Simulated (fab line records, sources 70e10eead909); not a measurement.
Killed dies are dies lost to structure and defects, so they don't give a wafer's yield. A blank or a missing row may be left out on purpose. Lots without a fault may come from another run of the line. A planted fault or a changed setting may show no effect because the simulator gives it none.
fab line records | flow nand_harc
record lots=12 wafers=36 last_day=26
route steps=1159 shown A_BONDPAD@1088 THIN_TSV@1125 END@1159
lots that met no fault: from a run of the same line without faults
start_h: hours from the record's first day to the start of the lot's first wafer shown | wait_h: hours since the lot's step before | " the same as in the row above | L1.1+2: a row that stands for several wafers | - no value, or no start given | * or withheld: withheld | < > ~ a bound
route shown NAME@n: a module of which the file shows steps, and the number in the route of the first | usual: mean/standard deviation of fault-free wafers | same: alike in all rows | chamber/n: place in a boat | sites: the reading at each site | _std_site: their standard deviation | _edge_site: outer sites' mean less inner sites' | radius_mm: how far each site lies from the wafer's centre | mask NAME#n: copy n | behind: the tool/chamber that last shaped the wafer | hold: why the lot was held/for how many hours/how that ended | device: the transistor (n, p or np) that didn't switch | end of line: the same wafers' tests at the end of the route | a step without rows: its recipe alone | killed: dies lost to structure and defects at the first sort, not the wafer's yield | map: a wafer's dies, x killed, . not, _ none there
set.NAME: the setting as run; set.NAME@STEP: as run at that earlier step | model.NAME: the simulator's own value behind a step, which no gauge read
steps of the route over a sample of lots; a table a step, a row a wafer
services: from which hour (start_h, from the record's first day; less than 0 if before it) a tool's chamber was out of use, for how many hours, and why
## steps
# step NHARC_A_BONDPAD_CMP_19
# recipe t_overpolish_s=30 cu_recess_touch_s=16 target_thk_nm=169.8
# usual motor_current_A=12.2/1.1 overpolish_run_s=29.999/0.0091
# same cu_recess_touch_s=16
# columns lot.wafer tool chamber start_h wait_h motor_current_A overpolish_run_s
L627.1 cmp-03 0 440.64 - 11.6 29.984
L627.6 " 0 " " 11.1 30.003
L627.5 " 1 " " 12.6 30.010
L628.3 cmp-03 1 446.54 - 13.4 29.990
L628.2 " 2 " " 12.7 29.988
L628.6 " 2 " " 12.5 30.002
L630.4 cmp-04 2 453.05 - 13.2 29.999
L630.1 " 3 " " 11.0 29.997
L630.6 " 0 " " 10.2 29.989
L632.4 cmp-01 3 473.34 - 12.2 29.990
L632.6 " 1 " " 12.9 30.005
L632.5 " 2 " " 13.8 30.001
L635.2 cmp-01 0 527.20 - 10.4 29.993
L635.4 " 1 " " 13.5 29.991
L635.6 " 3 " " 12.1 30.001
L637.1 cmp-03 1 527.58 - 12.3 29.985
L637.3 " 3 " " 13.5 30.004
L637.5 " 2 " " 12.8 29.984
L641.2 cmp-01 1 527.81 - 12.9 29.989
L641.5 " 0 " " 10.0 29.995
L641.6 " 1 " " 13.4 29.990
L633.2 cmp-03 2 536.29 - 12.3 30.002
L633.4 " 3 " " 13.9 29.991
L633.1 " 1 " " 12.7 30.006
L644.3 cmp-03 3 574.60 - 13.8 29.994
L644.1 " 0 " " 11.2 30.016
L644.4 " 1 " " 13.5 30.002
L647.1 cmp-04 3 581.62 - 10.6 29.999
L647.6 " 3 " " 10.5 30.009
L647.5 " 0 " " 10.7 30.001
L646.1 cmp-03 2 582.24 - 13.1 30.003
L646.2 " 0 " " 11.3 29.992
L646.5 " 3 " " 13.3 29.991
L650.3 cmp-04 3 583.85 - 10.9 30.006
L650.4 " 2 " " 13.8 30.007
L650.6 " 0 " " 10.6 30.001
# step NHARC_THIN_TSV_ETCHBACK_48
# recipe target_depth_a=10285 over_etch_frac=0.3 time_s=405.17 ion_energy_ev=250 c4f8_flow_sccm=withheld ar_flow_sccm=withheld rf_w=600 bias_w=300 chemistry=C4F8/Ar
# usual oes_product_au=0.95/0.034 rf_vpp_V=547/3.6
# columns lot.wafer tool chamber start_h wait_h oes_product_au rf_hours_counter_h rf_vpp_V
L627.1 rie_diel-06 3 456.39 0.5 0.97 2 552
L627.5 " 2 " " 0.98 - 545
L627.6 " 3 " " 0.97 - 553
L628.3 rie_diel-05 1 463.80 - 0.92 6 544
L628.2 " 3 " " 0.94 6 547
L628.6 " 2 " " 0.93 - 541
L630.1 rie_diel-06 1 470.76 - 1.00 4 553
L630.4 " 3 " " 1.01 4 551
L630.6 " 1 " " 1.01 - 552
L632.4 rie_diel-02 1 488.79 - 0.92 8 552
L632.6 " 0 " " 0.92 - 544
L632.5 " 1 " " 0.93 - 551
L635.2 rie_diel-05 1 545.69 - 1.01 1 547
L635.4 " 0 " " 1.00 1 544
L635.6 " 2 " " 0.99 - 542
L641.2 rie_diel-06 2 546.14 - 0.92 11 546
L641.5 " 1 " " 0.93 - 553
L641.6 " 2 " " 0.92 - 546
L637.3 rie_diel-02 1 546.77 - 0.93 1 552
L637.1 " 2 " " 0.92 1 554
L637.5 " 1 " " 0.92 - 552
L633.1 rie_diel-02 3 551.32 - 0.91 2 546
L633.2 " 0 " " 0.93 2 546
L633.4 " 1 " " 0.93 2 552
L644.3 rie_diel-06 0 590.39 - 0.91 17 541
L644.1 " 3 " " 0.93 17 550
L644.4 " 3 " " 0.93 - 550
L650.3 rie_diel-05 1 597.36 - 0.99 6 548
L650.4 " 3 " " 1.00 6 547
L650.6 " 2 " " 0.99 - 542
L647.1 rie_diel-05 3 598.60 - 0.93 6 549
L647.6 " 1 " " 0.93 - 547
L647.5 " 2 " " 0.92 - 543
L646.1 rie_diel-02 2 599.64 - 0.93 6 552
L646.2 " 1 " " 0.93 7 552
L646.5 " 1 " " 0.93 - 551
# step NHARC_THIN_TSV_PVD_51
# recipe target_thk_a=1000 chamber_pressure_pa=5 material=Cu
# usual throttle_valve_pct=29.8/0.71
# columns lot.wafer tool chamber start_h wait_h throttle_valve_pct
L627.1 pvd_sputter-01 - 457.26 - 30.6
L627.6 " - " " 30.6
L627.5 " - " " 29.1
L628.3 pvd_sputter-02 - 464.63 - 30.1
L628.2 " - " " 31.1
L628.6 " - " " 29.7
L630.1 pvd_sputter-01 - 471.59 - 29.5
L630.4 " - " " 30.3
L630.6 " - " " 29.2
L632.4 pvd_sputter-01 - 489.56 - 29.2
L632.5 " - " " 29.4
L632.6 " - " " 29.5
L635.2 pvd_sputter-02 - 546.81 - 30.1
L635.4 " - " " 28.9
L635.6 " - " " 29.6
L641.2 pvd_sputter-01 - 546.96 - 28.7
L641.6 " - " " 29.5
L641.5 " - " " 30.9
L637.1 pvd_sputter-02 - 547.61 - 31.0
L637.3 " - " " 29.9
L637.5 " - " " 29.1
L633.1 pvd_sputter-03 - 552.09 - 29.6
L633.4 " - " " 30.4
L633.2 " - " " 29.5
L644.3 pvd_sputter-03 - 591.28 - 30.5
L644.1 " - " " 29.7
L644.4 " - " " 29.6
L650.4 pvd_sputter-03 - 598.42 - 29.8
L650.3 " - " " 30.0
L650.6 " - " " 28.8
L647.1 pvd_sputter-03 - 599.41 - 29.8
L647.6 " - " " 29.7
L647.5 " - " " 29.7
L646.2 pvd_sputter-01 - 600.55 - 30.7
L646.1 " - " " 28.5
L646.5 " - " " 30.1
# step NHARC_THIN_TSV_ETCH_59
# recipe target_depth_a=8800 icp_w=900 bias_w=100 Cl2_flow_sccm=60 bcl3_flow_sccm=30 time_s=138.1 chemistry=Cl2/BCl3
# usual drypump_motor_current_A=5.6/0.57 oes_product_au=0.994/0.0079 throttle_valve_pct=22.264/0.0091
# columns lot.wafer tool chamber start_h wait_h drypump_motor_current_A oes_product_au rf_hours_counter_h throttle_valve_pct
L627.1 rie_metal-02 0 460.37 0.1 6.2 0.993 2.1 22.284
L627.5 " 1 " " 4.9 0.997 - 22.267
L627.6 " 0 " " 6.2 1.000 - 22.264
L628.2 rie_metal-02 1 467.84 0.1 4.9 0.988 2.7 22.268
L628.3 " 0 " " 6.3 0.995 - 22.260
L628.6 " 1 " " 4.9 0.986 - 22.257
L630.1 rie_metal-02 0 474.71 0.1 6.2 1.002 3.0 22.270
L630.4 " 1 " " 4.8 0.982 - 22.263
L630.6 " 1 " " 4.8 0.988 - 22.254
L632.4 rie_metal-01 0 492.66 0.2 5.6 0.999 - 22.265
L632.5 " 0 " " 5.6 0.999 - 22.276
L632.6 " 1 " " 6.0 0.989 - 22.283
L635.2 rie_metal-02 1 549.98 0.1 4.9 0.980 5.2 22.275
L635.4 " 1 " " 4.9 0.972 - 22.256
L635.6 " 0 " " 6.3 0.993 - 22.266
L641.2 rie_metal-01 1 550.12 0.1 6.0 0.999 0.9 22.264
L641.5 " 1 " " 6.0 1.012 - 22.260
L641.6 " 0 " " 5.6 0.994 - 22.255
L637.1 rie_metal-02 0 550.92 0.1 6.2 0.997 5.4 22.264
L637.3 " 0 " " 6.2 0.992 - 22.264
L637.5 " 1 " " 4.8 0.980 - 22.289
L633.2 rie_metal-03 0 555.11 0.1 5.3 0.999 1.8 22.271
L633.1 " 1 " " 5.9 1.005 1.8 22.259
L633.4 " 1 " " 5.9 0.997 - 22.269
L644.1 rie_metal-01 1 594.49 0.1 6.0 1.013 1.9 22.257
L644.3 " 0 " " 5.6 1.006 - 22.266
L644.4 " 1 " " 6.0 1.003 - 22.263
L650.4 rie_metal-02 0 601.95 0.2 6.2 0.988 - 22.269
L650.3 " 1 " " 4.9 0.993 - 22.273
L650.6 " 0 " " 6.2 0.990 - 22.248
L647.1 rie_metal-01 1 602.55 0.1 6.0 0.992 2.4 22.246
L647.5 " 1 " " 6.0 0.994 - 22.267
L647.6 " 0 " " 5.6 0.993 - 22.272
L646.2 rie_metal-02 1 603.56 0.1 4.8 0.995 1.3 22.255
L646.1 " 0 " " 6.2 0.985 1.3 22.261
L646.5 " 0 " " 6.2 0.991 - 22.247
# step NHARC_END_SORT_01
# recipe temp_c=25
# usual defect_limited_yield=95.4/1.6 killed_at_array=28/11 killed_at_other=0.9/1.2 killed_at_periphery=2.6/2.1 killed_dies=31/11 killed_open=3.1/1.7 killed_short=1.9/1.3 sort_bin_2_pct=1.5/0.64 sort_bin_3_pct=0.26/0.21 sort_bin_4_pct=2.9/1.1 sort_n_pass=646/11 sort_rim_yield_pct=96.4/2.3 sort_yield_pct=95.4/1.6
# same gross_dies=677 sort_bin_5_pct[%]=0 sort_bin_6_pct[%]=0 sort_bin_7_pct[%]=0 sort_bin_8_pct[%]=0 sort_rim_n_gross=106.00
# columns lot.wafer tool chamber start_h wait_h defect_limited_yield[%] killed_at_array killed_at_other killed_at_periphery killed_dies killed_open killed_short sort_bin_2_pct[%] sort_bin_3_pct[%] sort_bin_4_pct[%] sort_n_pass sort_rim_yield_pct[%] sort_yield_pct[%]
L637.1 prober-02 0 564.62 2.5 96.3 23 0 2 25 2 1 1.6 0.15 1.9 652 97.2 96.3
L637.3 prober-02 0 566.21 3.1 0 32 645 0 677 3 2 97.5 0.30 2.2 0 0 0
L637.5 prober-02 0 567.80 3.7 94.4 37 0 1 38 6 3 1.9 0.30 3.4 639 97.2 94.4
# killed by level:class
L637.1 A_CHANNEL_HOLE_D1:chamber_film_flake=12 A_CONTACT:chamber_film_flake=5 A_ZERO_WELL:chamber_film_flake=2 P_CONTACT:geometric_particle:open=1 P_M0:geometric_particle:open=1 A_M0:geometric_particle:short=1 A_STAIRCASE:chamber_film_flake=1 A_WL_FILL:chamber_film_flake=1
L637.3 THIN_TSV:area_pvd=645 A_CHANNEL_HOLE_D1:chamber_film_flake=18 A_M0:chamber_film_flake=5 A_ONON_D1:geometric_particle:open=2 A_STAIRCASE:chamber_film_flake=2 A_CONTACT:chamber_film_flake=2 A_SGD_CUT:geometric_particle:open=1 A_CONTACT:geometric_particle:short=1
L637.5 A_CHANNEL_HOLE_D1:chamber_film_flake=17 A_CONTACT:chamber_film_flake=6 A_M0:chamber_film_flake=4 A_ONON_D1:geometric_particle:short=3 A_WL_FILL:geometric_particle:open=2 A_CONTACT:geometric_particle:open=2 P_CONTACT:geometric_particle:open=1 A_ONON_D1:geometric_particle:open=1
## services
# columns tool chamber start_h hours kind
rie_diel-06 - 418.28 9.0 pm
rie_diel-06 2 431.36 7.3 repair
cmp-03 - 450.00 4.0 pm
rie_diel-06 - 455.40 0.5 repair
pvd_sputter-03 - 458.06 10.0 pm
pvd_sputter-01 - 463.54 1.1 repair
rie_metal-02 - 468.73 0.3 repair
cmp-03 - 474.27 2.3 repair
pvd_sputter-03 - 491.92 1.0 repair
rie_diel-02 2 491.92 5.7 repair
pvd_sputter-03 - 497.98 1.0 repair
rie_diel-02 - 504.70 9.0 pm
rie_metal-01 - 509.00 9.0 pm
pvd_sputter-01 - 514.00 10.0 pm
rie_diel-05 - 517.60 9.0 pm
rie_diel-02 - 518.45 0.2 repair
rie_diel-02 3 537.37 5.0 repair
cmp-03 - 548.00 4.0 pm
pvd_sputter-01 - 548.86 7.2 repair
rie_diel-05 - 556.65 0.5 repair
rie_metal-02 - 565.18 9.0 pm
cmp-03 - 575.02 2.5 repair
rie_diel-02 3 575.18 6.1 repair
rie_diel-06 0 588.98 1.3 repair
## key
first_sign step=NHARC_END_SORT_01 reading=killed_at_other direction=up sigmas=99+ usual=0.9 struck=645
effect step=NHARC_END_SORT_01 reading=sort_bin_2_pct direction=up sigmas=99+ usual=1.5 struck=97.5
more_kills_born_at NHARC_THIN_TSV_PVD_51@pvd_sputter-02=645
met_at NHARC_THIN_TSV_PVD_51
struck_lots L637
struck_wafers L637.3
later_rows_left_out L637.3
not_acting_at NHARC_A_BONDPAD_CMP_19,NHARC_THIN_TSV_ETCHBACK_48,NHARC_THIN_TSV_ETCH_59
onset_between 546.81 547.61
fault kind=process_parameter_drift tool=pvd_sputter-02 chamber=- onset_h=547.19 steps=NHARC_THIN_TSV_PVD_51 channel=target_thk_a offset=* shape=step end_h=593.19 scope=struck_wafers_only acts_in=* stated=*
# later_rows_left_out: the simulator's readings of these wafers behind a module that went badly wrong aren't trusted and aren't shown, but for the sort
